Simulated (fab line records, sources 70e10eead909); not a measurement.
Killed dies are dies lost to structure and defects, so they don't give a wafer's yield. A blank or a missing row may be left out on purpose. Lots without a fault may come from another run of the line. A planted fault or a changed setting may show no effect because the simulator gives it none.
Which tool did it? | flow nand_harc | 13 lots, 39 wafers sampled, at 6 steps of a route of 1302

WHAT THE GAUGES READ, wafer by wafer
NHARC_A_ONON_D1_THK_MEAS_05: measures by ellipsometry. Usual: thk_nm 1003 nm, standard deviation 11.
lot  | measured     | on            | thk_nm (nm)                   | flag
L309 | day 7 19:51  | film_metro-02 | 1003 1002 1002                |
L310 | day 7 19:34  | film_metro-02 | 1017 1016 1017                |
L312 | day 8 23:46  | film_metro-02 | 1012 1012 1014                |
L311 | day 8 23:47  | film_metro-01 | 1001 1001 1001                |
L313 | day 9 13:14  | film_metro-02 | 1000 1000 1001                |
L314 | day 9 20:56  | film_metro-02 | 1006 1006 1005                |
L315 | day 10 04:27 | film_metro-01 | 1588 1588 1587 1589 1589 1590 | OFF
L319 | day 11 22:08 | film_metro-02 | 1561 1560 1559 1560 1559 1560 | OFF
L324 | day 14 06:41 | film_metro-01 | 988 989 989                   |
L326 | day 14 20:15 | film_metro-02 | 987 987 985                   |
L328 | day 15 15:34 | film_metro-01 | 982 981 983                   |
L329 | day 15 23:11 | film_metro-01 | 989 987 986                   |
L330 | day 16 21:06 | film_metro-01 | 1006 1006 1004                |

NHARC_A_ONON_D1_THK_MEAS_27: measures by ellipsometry. Usual: thk_nm 1004 nm, standard deviation 9.4.
lot  | measured     | on            | thk_nm (nm)    | flag
L309 | day 8 06:47  | film_metro-02 | 1008 1011 1008 |
L310 | day 8 06:47  | film_metro-01 | 1012 1013 1014 |
L312 | day 9 13:40  | film_metro-01 | 999 998 999    |
L311 | day 9 13:41  | film_metro-02 | 1020 1017 1018 |
L313 | day 10 00:23 | film_metro-02 | 971 970 973    | OFF
L314 | day 10 08:19 | film_metro-02 | 1005 1002 1004 |
L324 | day 14 18:14 | film_metro-02 | 997 996 997    |
L326 | day 15 07:47 | film_metro-02 | 1010 1007 1010 |
L328 | day 16 02:46 | film_metro-02 | 1015 1015 1012 |
L329 | day 16 12:28 | film_metro-01 | 1010 1012 1013 |
L330 | day 17 08:01 | film_metro-02 | 993 990 990    |

NHARC_A_ONON_D1_THK_MEAS_30: measures by ellipsometry. Usual: thk_nm 1001 nm, standard deviation 9.4.
lot  | measured     | on            | thk_nm (nm)    | flag
L309 | day 8 07:22  | film_metro-02 | 986 986 987    |
L310 | day 8 07:22  | film_metro-01 | 1003 1004 1002 |
L312 | day 9 14:14  | film_metro-01 | 1014 1014 1015 |
L311 | day 9 14:16  | film_metro-01 | 999 997 999    |
L313 | day 10 00:57 | film_metro-01 | 993 991 990    |
L314 | day 10 08:53 | film_metro-02 | 999 999 1000   |
L324 | day 14 18:48 | film_metro-01 | 991 990 987    |
L326 | day 15 08:22 | film_metro-01 | 1013 1013 1013 |
L328 | day 16 03:20 | film_metro-02 | 994 995 994    |
L329 | day 16 13:01 | film_metro-02 | 1014 1015 1017 |
L330 | day 17 08:34 | film_metro-01 | 996 995 996    |

NHARC_END_SORT_01. Usual: defect_limited_yield 91.6 %, standard deviation 2.6; killed_at_array 51, standard deviation 17; killed_at_other 1.6, standard deviation 2.1; killed_at_periphery 4, standard deviation 3.2; killed_dies 57, standard deviation 18; killed_open 2.9, standard deviation 1.7; killed_short 2.3, standard deviation 1.3; sort_bin_2_pct 3.0 %, standard deviation 1.2; sort_bin_3_pct 0.7 %, standard deviation 0.43; sort_bin_4_pct 4.7 %, standard deviation 1.4; sort_n_pass 620, standard deviation 18; sort_rim_yield_pct 87 %, standard deviation 4.8; sort_yield_pct 91.6 %, standard deviation 2.6.
lot  | measured     | on        | defect_limited_yield (%) | killed_at_array | killed_at_other | killed_at_periphery | killed_dies | killed_open | killed_short | sort_bin_2_pct (%) | sort_bin_3_pct (%) | sort_bin_4_pct (%) | sort_n_pass | sort_rim_yield_pct (%) | sort_yield_pct (%) | flag
L324 | day 31 07:17 | prober-01 | 92.0 90.5 92.0           | 52 56 53        | 1 0 0           | 1 8 1               | 54 64 54    | 2 7 3       | 2 2 1        | 3.7 4.0 2.7        | 0.9 0.7 1.0        | 3.4 4.7 4.3        | 623 613 623 | 88 85 87               | 92.0 90.5 92.0     |

WHICH TOOL RAN EACH LOT (tool, then ch and the chambers of the sampled wafers, then the start)
lot  | NHARC_A_ZERO_WELL_RTA_16         | NHARC_A_ONON_D1_DEP_03
L309 | rtp_anneal-01 ch 0, day 6 22:33  | pecvd_onon-04 ch 0, day 7 19:20
L310 | rtp_anneal-01 ch 0, day 6 23:47  | pecvd_onon-01 ch 0, day 7 19:04
L312 | rtp_anneal-02 ch 0, day 8 00:49  | pecvd_onon-03 ch 0, day 8 23:15
L311 | rtp_anneal-01 ch 0, day 8 02:52  | pecvd_onon-04 ch 0, day 8 23:16
L313 | rtp_anneal-02 ch 0, day 8 14:32  | pecvd_onon-04 ch 0, day 9 12:47
L314 | rtp_anneal-01 ch 0, day 8 23:25  | pecvd_onon-03 ch 0, day 9 20:32
L315 | rtp_anneal-02 ch 0, day 9 04:47  | pecvd_onon-03 ch 0, day 10 03:56
L319 | rtp_anneal-01 ch 0, day 11 00:58 | pecvd_onon-03 ch 0, day 11 21:45
L324 | rtp_anneal-01 ch 0, day 13 07:19 | pecvd_onon-03 ch 0, day 14 06:20
L326 | rtp_anneal-02 ch 0, day 13 23:29 | pecvd_onon-03 ch 0, day 14 19:48
L328 | rtp_anneal-02 ch 0, day 14 17:49 | pecvd_onon-03 ch 0, day 15 15:03
L329 | rtp_anneal-01 ch 0, day 14 23:43 | pecvd_onon-03 ch 0, day 15 22:44
L330 | rtp_anneal-02 ch 0, day 15 22:53 | pecvd_onon-03 ch 0, day 16 20:42
- NHARC_A_ZERO_WELL_RTA_16: time 10 s.
- NHARC_A_ONON_D1_DEP_03: target thk 1000 nm.

WHAT THE TOOLS THEMSELVES READ (means of the sampled wafers that have a number; where no wafer has one, the mark that the record gives instead)
NHARC_A_ZERO_WELL_RTA_16. Usual: lamp_power_pct 29.7 %, standard deviation 1.5; wafer_temp_C_max 1004.0, standard deviation 1.6.
lot  | tool          | lamp_power_pct (%) | wafer_temp_C_max | flag
L309 | rtp_anneal-01 | 27.9               | 1002.5           |
L310 | rtp_anneal-01 | 27.9               | 1002.4           |
L312 | rtp_anneal-02 | 31.0               | 1004.7           |
L311 | rtp_anneal-01 | 27.9               | 1002.1           |
L313 | rtp_anneal-02 | 31.0               | 1005.6           |
L314 | rtp_anneal-01 | 27.9               | 1002.3           |
L315 | rtp_anneal-02 | 31.0               | 1004.9           |
L319 | rtp_anneal-01 | 27.9               | 1002.7           |
L324 | rtp_anneal-01 | 27.9               | 1002.3           |
L326 | rtp_anneal-02 | 30.9               | 1005.1           |
L328 | rtp_anneal-02 | 30.9               | 1005.3           |
L329 | rtp_anneal-01 | 27.9               | 1002.8           |
L330 | rtp_anneal-02 | 31.0               | 1003.7           |

NHARC_A_ONON_D1_DEP_03. Usual: sih4_flow_sccm 210.0 sccm, standard deviation 0.67; susceptor_temp_C 399.96 C, standard deviation 0.19.
lot  | tool          | sih4_flow_sccm (sccm) | susceptor_temp_C (C) | flag
L309 | pecvd_onon-04 | 208.8                 | 399.92               |
L310 | pecvd_onon-01 | 210.5                 | 400.25               |
L312 | pecvd_onon-03 | 210.2                 | 400.14               |
L311 | pecvd_onon-04 | 210.3                 | 399.98               |
L313 | pecvd_onon-04 | 209.2                 | 399.87               |
L314 | pecvd_onon-03 | 209.9                 | 399.92               |
L315 | pecvd_onon-03 | 209.5                 | 399.83               |
L319 | pecvd_onon-03 | 209.7                 | 399.93               |
L324 | pecvd_onon-03 | 210.8                 | 399.98               |
L326 | pecvd_onon-03 | 209.7                 | 399.99               |
L328 | pecvd_onon-03 | 210.5                 | 400.08               |
L329 | pecvd_onon-03 | 210.5                 | 400.08               |
L330 | pecvd_onon-03 | 209.6                 | 399.82               |

THE ANSWER, worked out from the rows above alone
Rule: a lot is off if the mean of its wafers that have a number lies more than 3 standard deviations from the usual mean. A lot without any number at a reading at which 4 lots or more have one is off too. The other lots that the step has rows for count as sound. The gauges are gone through in route order, then the tools' own readings, and for those a lot's mean is taken as printed above. The first step at which some lot is off is used, and at that step the reading that is off furthest; a lot without a number counts as furthest.
Off: L315, L319, at NHARC_A_ONON_D1_THK_MEAS_05 (thk_nm).
A tool fits if, at a process step before that reading, it ran every lot that is off, and no sound lot after the first of them. The gauges at NHARC_A_ONON_D1_THK_MEAS_05 are tried like those tools. None of those tried fits.

WHAT THE SIMULATOR HAD PUT IN
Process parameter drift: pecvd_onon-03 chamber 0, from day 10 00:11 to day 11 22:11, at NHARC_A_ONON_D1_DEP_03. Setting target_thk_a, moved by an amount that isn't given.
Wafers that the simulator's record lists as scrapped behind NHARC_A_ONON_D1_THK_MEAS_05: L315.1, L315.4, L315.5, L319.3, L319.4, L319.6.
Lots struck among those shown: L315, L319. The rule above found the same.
